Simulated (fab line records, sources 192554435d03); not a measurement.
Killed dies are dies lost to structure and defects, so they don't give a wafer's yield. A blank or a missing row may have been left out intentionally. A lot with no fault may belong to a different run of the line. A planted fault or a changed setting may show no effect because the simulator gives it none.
Struck lot and sound lot, side by side | flow n5-finfet | 37 out of 1938 route steps
Sound: the wafers L327.1, L327.4, L327.5. Wafers L334.1, L334.2, L334.5 were the ones struck. The cause is named last.
Each step with rows lists, per side, the tool, then ch with its chambers, then its first start. Under that, the readings that differ: sound wafers | struck wafers | difference of the means | sigmas: that difference in standard deviations of wafers without a fault.
alike: a reading whose means differ by less than 2 such deviations, as well as words and numbers matching on both sides. not compared: withheld readings; readings where some wafer has no value; bounds like >300 that might hide an equal value; numbers whose values overlap and for which the record gives no deviation.
Wherever a step has rows on one side only, a row that says differs or no value, or a row with sigmas, the two part there. Non-overlapping numbers with no deviation appear without sigmas and do not part them. A reading that every wafer of one side lacks parts them only if that side has two wafers or more.

first, 9 steps without rows for these wafers: N5_WELL_APT_HMDS_01 (time 60 s); N5_WELL_APT_COAT_02 (resist thk 950 nm); N5_WELL_APT_EBR_04; N5_WELL_APT_SOFTBAKE_03 (time 60 s); N5_WELL_APT_EXPOSE_05 (exposes mask NWELL, defocus 0 nm, target cd 200 nm); N5_WELL_APT_PEB_06 (peb time 90 s); N5_WELL_APT_DEVELOP_07 (develop time 45 s); N5_WELL_APT_HARDBAKE_12 (time 120 s); N5_WELL_APT_DESCUM_13 (chemistry O2, time 7.9 s).
N5_WELL_APT_IMPLANT_14:
  sound on implanter-02 ch 0, day 3 19:59; struck on implanter-02 ch 0, day 5 14:01
  reading            | sound                            | struck                           | difference  | sigmas
  dose-ions-cm2      | 1.4993e+13 1.4993e+13 1.5011e+13 | 1.7537e+13 1.7529e+13 1.7557e+13 | +2.5420e+12 | +99 or more
  faraday-current-uA | 191 193 195                      | 216 218 225                      | +27         | +7
then, 25 steps without rows for these wafers: N5_WELL_APT_IMPLANT_15; N5_WELL_APT_STRIP_16 (strips in SPM, time 900 s); N5_WELL_APT_HMDS_18 (time 60 s); N5_WELL_APT_COAT_19 (resist thk 950 nm); N5_WELL_APT_EBR_21; N5_WELL_APT_SOFTBAKE_20 (time 60 s); N5_WELL_APT_EXPOSE_22 (exposes mask PWELL, defocus 0 nm, target cd 200 nm); N5_WELL_APT_PEB_23 (peb time 90 s); N5_WELL_APT_DEVELOP_24 (develop time 45 s); N5_WELL_APT_HARDBAKE_29 (time 120 s); N5_WELL_APT_DESCUM_30 (chemistry O2, time 7.9 s); N5_WELL_APT_IMPLANT_31; N5_WELL_APT_IMPLANT_32; N5_WELL_APT_STRIP_33 (strips in SPM, time 900 s); N5_WELL_APT_RTA_34 (time 10 s); N5_WELL_APT_OXIDE_STRIP_42 (strips SiO2 in dHF, time 45 s, target depth 12 nm); N5_WELL_APT_PRECLEAN_36 (cleans in O3/DIW, time 45 s); N5_WELL_APT_PRECLEAN_39 (cleans in dHF, time 60 s); N5_WELL_APT_SRD_37 (time 30 s); N5_WELL_APT_EPI_41 (deposits Si from SiH4/H2, target thk 50 nm, time 297.7 s); N5_PMOS_HMC_CHANNEL_EPI_HM_DEP_34 (deposits SiO2 from TEOS/O2, target thk 36 nm, time 6.9 s); N5_PMOS_HMC_CHANNEL_EPI_COAT_31 (time 60 s, resist thk 66 nm); N5_PMOS_HMC_CHANNEL_EPI_COAT_03 (resist thk 205 nm); N5_PMOS_HMC_CHANNEL_EPI_EBR_05; N5_PMOS_HMC_CHANNEL_EPI_SOFTBAKE_04 (time 60 s).
-- the record jumps here: 9 days lie between the struck wafers' starts before and after (it left off in module PMOS_HMC_CHANNEL_EPI and takes up again in module BEOL_M4, whose first step shown is number 1111 of the route) --
N5_BEOL_M4_RC_MEAS_101:
  sound on prober-01 ch 0, day 14 01:27; struck on prober-01 ch 0, day 14 17:26
  reading           | sound          | struck         | difference | sigmas
  DIBL_N (mV/V)     | 33.5 31.5 32.1 | 38.8 36.9 35.9 | +4.8       | +2
  ION_N (uA/um)     | 649 663 642    | 685 684 676    | +30        | +2
  RS_NWELL (ohm/sq) | 1044 1037 1044 | 942 956 953    | -91        | -13
  VT_N (mV)         | 255 255 258    | 247 245 249    | -9         | -2
  alike: DIBL_P, IOFF_N, IOFF_P, ION_P, SS_N, SS_P, VT_P
-- record jumps: 5 days separate the struck wafers' starts on either side; left off in module BEOL_M4, taken up again in module PASSIVATION, whose first shown step is the route's number 1936 --
N5_PASSIVATION_PROBE_49:
  record: rows for the struck wafers here (prober-01, day 19 15:45), none for the sound ones

WHERE THEY PART
First at N5_WELL_APT_IMPLANT_14; last, within this record, at N5_PASSIVATION_PROBE_49.

WHY: what the simulator had put in
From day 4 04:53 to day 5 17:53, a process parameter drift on implanter-02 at N5_WELL_APT_IMPLANT_14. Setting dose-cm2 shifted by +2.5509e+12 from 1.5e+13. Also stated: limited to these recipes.
